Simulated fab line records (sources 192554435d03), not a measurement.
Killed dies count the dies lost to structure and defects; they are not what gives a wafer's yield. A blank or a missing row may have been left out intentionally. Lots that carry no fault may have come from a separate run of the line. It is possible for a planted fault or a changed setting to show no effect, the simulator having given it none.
Which tool did it? | flow n5 finfet | Sampling: 10 lots, 30 wafers, 5 of 1938 route steps

## WHAT EACH GAUGE READ, for each wafer
N5_BEOL_M1_INSPECT_59: inspects for defects (darkfield).
lot  | measured     | on                | raw defect count
L717 | day 6 16:14  | defect inspect-02 | 50 58 32
L721 | day 7 13:50  | defect inspect-01 | 81 106 71
L722 | day 7 14:23  | defect inspect-02 | 117 71 54
L726 | day 8 18:10  | defect inspect-02 | 102 100 143
L728 | day 9 11:59  | defect inspect-02 | 82 56 53
L729 | day 9 12:45  | defect inspect-02 | 36 75 78
L730 | day 9 18:28  | defect inspect-02 | 68 63 50
L737 | day 12 02:40 | defect inspect-01 | 88 49 53
L739 | day 12 06:26 | defect inspect-02 | 46 91 103
L740 | day 12 12:48 | defect inspect-01 | 80 86 82

N5_BEOL_M4_RC_MEAS_101.
lot  | measured     | on        | DIBL_N (mV/V)  | DIBL_P (mV/V)  | IOFF_N (nA/um) | IOFF_P (nA/um) | ION_N (uA/um) | ION_P (uA/um) | SS_N (mV/dec)  | SS_P (mV/dec)  | VT_N (mV)   | VT_P (mV)
L717 | day 7 17:26  | prober-02 | 39.2 33.8 36.4 | 38.6 32.0 34.3 | 0.21 0.11 0.15 | 0.27 0.17 0.18 | 693 647 690   | 473 453 470   | 71.8 70.6 71.7 | 73.5 72.3 72.8 | 244 255 250 | -246 -253 -251
L721 | day 8 22:14  | prober-01 | 34.4 32.4 35.2 | 35.5 31.9 36.7 | 0.13 0.10 0.15 | 0.21 0.16 0.22 | 640 650 673   | 448 450 462   | 71.0 69.9 70.7 | 73.1 72.2 72.9 | 254 256 248 | -250 -253 -248
L722 | day 9 03:44  | prober-01 | 34.9 39.3 35.5 | 34.7 39.6 34.9 | 0.13 0.22 0.14 | 0.16 0.25 0.16 | 665 680 663   | 454 461 449   | 70.6 72.3 71.7 | 72.8 73.9 73.0 | 255 249 251 | -254 -249 -255
L726 | day 10 03:38 | prober-02 | 36.4 39.9 38.9 | 36.5 38.3 39.8 | 0.15 0.24 0.22 | 0.20 0.22 0.28 | 657 651 679   | 457 447 466   | 71.6 74.4 71.7 | 73.8 73.4 73.7 | 252 249 246 | -250 -252 -245
L728 | day 10 15:40 | prober-01 | 33.7 37.2 32.1 | 33.7 38.4 33.1 | 0.13 0.19 0.12 | 0.16 0.22 0.15 | 653 676 669   | 448 457 455   | 72.3 72.1 70.9 | 72.8 73.9 72.4 | 253 248 254 | -254 -250 -255
L729 | day 10 20:03 | prober-01 | 37.7 36.1 38.8 | 36.5 35.0 37.2 | 0.17 0.15 0.21 | 0.21 0.20 0.25 | 657 664 681   | 454 457 464   | 72.8 71.1 72.5 | 74.1 73.9 74.4 | 248 248 245 | -252 -251 -251
L730 | day 11 06:34 | prober-02 | 37.7 35.0 37.6 | 38.4 33.9 37.8 | 0.18 0.12 0.18 | 0.23 0.15 0.21 | 671 655 673   | 461 442 456   | 72.4 71.9 72.0 | 74.0 73.1 74.1 | 248 255 250 | -251 -257 -252
L737 | day 13 09:29 | prober-02 | 35.5 34.2 37.4 | 35.2 34.1 36.8 | 0.15 0.12 0.19 | 0.21 0.18 0.22 | 669 669 668   | 460 459 456   | 72.0 71.5 73.1 | 72.5 72.3 73.3 | 250 255 247 | -250 -251 -249
L739 | day 13 16:30 | prober-01 | 36.7 37.6 35.3 | 36.9 36.4 34.9 | 0.18 0.17 0.13 | 0.19 0.18 0.17 | 676 668 651   | 455 445 452   | 71.4 71.6 70.8 | 74.0 73.9 72.3 | 246 247 251 | -254 -255 -256
L740 | day 14 01:40 | prober-01 | 36.2 37.2 38.3 | 36.3 37.4 38.5 | 0.15 0.18 0.20 | 0.22 0.22 0.26 | 688 674 703   | 473 459 484   | 71.5 72.4 71.7 | 73.5 74.0 73.7 | 248 249 243 | -250 -252 -248

## WHAT TOOL EACH LOT RAN ON (gives the tool, then ch and the chambers of the sampled wafers, and finally the start)
lot  | N5_BEOL_M1_SPUTTER_96        | N5_BEOL_M2_PECVD_72             | N5_BEOL_M2_COAT_61
L717 | pvd sputter-01, day 6 15:07  | pecvd-01 ch 0,1, day 6 16:23    | litho track-05 ch 0, day 6 17:46
L721 | pvd sputter-01, day 7 12:46  | pecvd-01 ch 0,1, day 7 13:59    | litho track-01 ch 0, day 7 15:41
L722 | pvd sputter-03, day 7 13:18  | pecvd-03 ch 1,2, day 7 14:31    | litho track-05 ch 0, day 7 15:47
L726 | pvd sputter-02, day 8 17:05  | pecvd-01 ch 0,1, day 8 18:19    | litho track-05 ch 0, day 8 18:58
L728 | pvd sputter-01, day 9 10:55  | pecvd-01 ch 0,1,2, day 9 12:08  | litho track-05 ch 0, day 9 14:38
L729 | pvd sputter-02, day 9 11:32  | pecvd-04 ch 0,1,2, day 9 12:55  | litho track-05 ch 0, day 9 14:55
L730 | pvd sputter-01, day 9 17:23  | pecvd-03 ch 0,1, day 9 18:37    | litho track-02 ch 0, day 9 19:42
L737 | pvd sputter-02, day 12 01:36 | pecvd-03 ch 0,1,2, day 12 02:50 | litho track-02 ch 0, day 12 03:25
L739 | pvd sputter-01, day 12 05:09 | pecvd-04 ch 0,1, day 12 06:35   | litho track-02 ch 0, day 12 08:04
L740 | pvd sputter-02, day 12 11:28 | pecvd-01 ch 1,2, day 12 12:56   | litho track-05 ch 0, day 12 14:43
- N5_BEOL_M1_SPUTTER_96: material Cu, target thk 4.5 nm, time 8.29 s.
- N5_BEOL_M2_PECVD_72: deposits SiO2 from TEOS/O2, target thk 16 nm, time 18 s.
- N5_BEOL_M2_COAT_61: time 60 s, resist thk 60 nm.

## WHAT THE TOOLS THEMSELVES READ (means of the sampled wafers that have a number; where no wafer has one, the mark that the record gives instead)
N5_BEOL_M1_SPUTTER_96.
lot  | tool           | throttle valve pct (%)
L717 | pvd sputter-01 | 27.6
L721 | pvd sputter-01 | 27.7
L722 | pvd sputter-03 | 31.5
L726 | pvd sputter-02 | 30.0
L728 | pvd sputter-01 | 28.5
L729 | pvd sputter-02 | 29.9
L730 | pvd sputter-01 | 28.3
L737 | pvd sputter-02 | 30.1
L739 | pvd sputter-01 | 27.7
L740 | pvd sputter-02 | 30.0

N5_BEOL_M2_PECVD_72.
lot  | tool     | heater power w (W) | showerhead plenum p Torr (Torr) | throttle valve pct (%)
L717 | pecvd-01 | 904                | 8.79                            | 22.1
L721 | pecvd-01 | 850                | 8.80                            | 22.7
L722 | pecvd-03 | 710                | 8.79                            | 21.7
L726 | pecvd-01 | 916                | 8.78                            | 22.1
L728 | pecvd-01 | 819                | 8.80                            | 22.0
L729 | pecvd-04 | 800                | 8.79                            | 23.5
L730 | pecvd-03 | 732                | 8.83                            | 22.4
L737 | pecvd-03 | 701                | 8.82                            | 21.7
L739 | pecvd-04 | 828                | 8.82                            | 24.3
L740 | pecvd-01 | 762                | 8.83                            | 22.5

N5_BEOL_M2_COAT_61.
lot  | tool           | heater power total W (W) | plate temp C (C) | spin speed rpm (rpm)
L717 | litho track-05 | 502.0                    | 249.87           | 1499.9
L721 | litho track-01 | 501.0                    | 249.75           | 1500.7
L722 | litho track-05 | 502.1                    | 249.81           | 1500.8
L726 | litho track-05 | 500.7                    | 250.18           | 1499.8
L728 | litho track-05 | 491.9                    | 246.60           | 1498.9
L729 | litho track-05 | 492.4                    | 246.55           | 1499.8
L730 | litho track-02 | 500.4                    | 249.87           | 1500.2
L737 | litho track-02 | 500.1                    | 250.08           | 1499.3
L739 | litho track-02 | 500.7                    | 249.99           | 1499.7
L740 | litho track-05 | 499.2                    | 249.96           | 1499.1

## THE ANSWER, worked out from the rows above alone
Rule: usual is defined by the lots themselves. The widest of any qualifying gaps counts: lots, ordered by their means at a reading, are off when they make up no more than a third of the lots, leave a main group of 4 or more, and stand apart from it by 3 or more times the standard deviation of that group's means. Not used: any main group whose means are identical at the precision the tables above print for the reading. Also off: a lot with no number at a reading for which 4 or more lots have one. Where the step has rows for the other lots, those lots are counted as sound. First the gauges in route order, then the tools' own readings, where a lot's mean is used as printed above. The first step at which some lot is off is used, and at that step the reading that is off furthest; a lot without a number counts as furthest.
Off at N5_BEOL_M2_COAT_61 (plate temp C): L728, L729. Mean 249.94 C and standard deviation 0.13 in the main group.
A tool fits if, at that step or a process step before it, it ran every lot that is off, and no sound lot after the first of them. Not one of the candidates tried fits.

## WHAT THE SIMULATOR HAD INSERTED
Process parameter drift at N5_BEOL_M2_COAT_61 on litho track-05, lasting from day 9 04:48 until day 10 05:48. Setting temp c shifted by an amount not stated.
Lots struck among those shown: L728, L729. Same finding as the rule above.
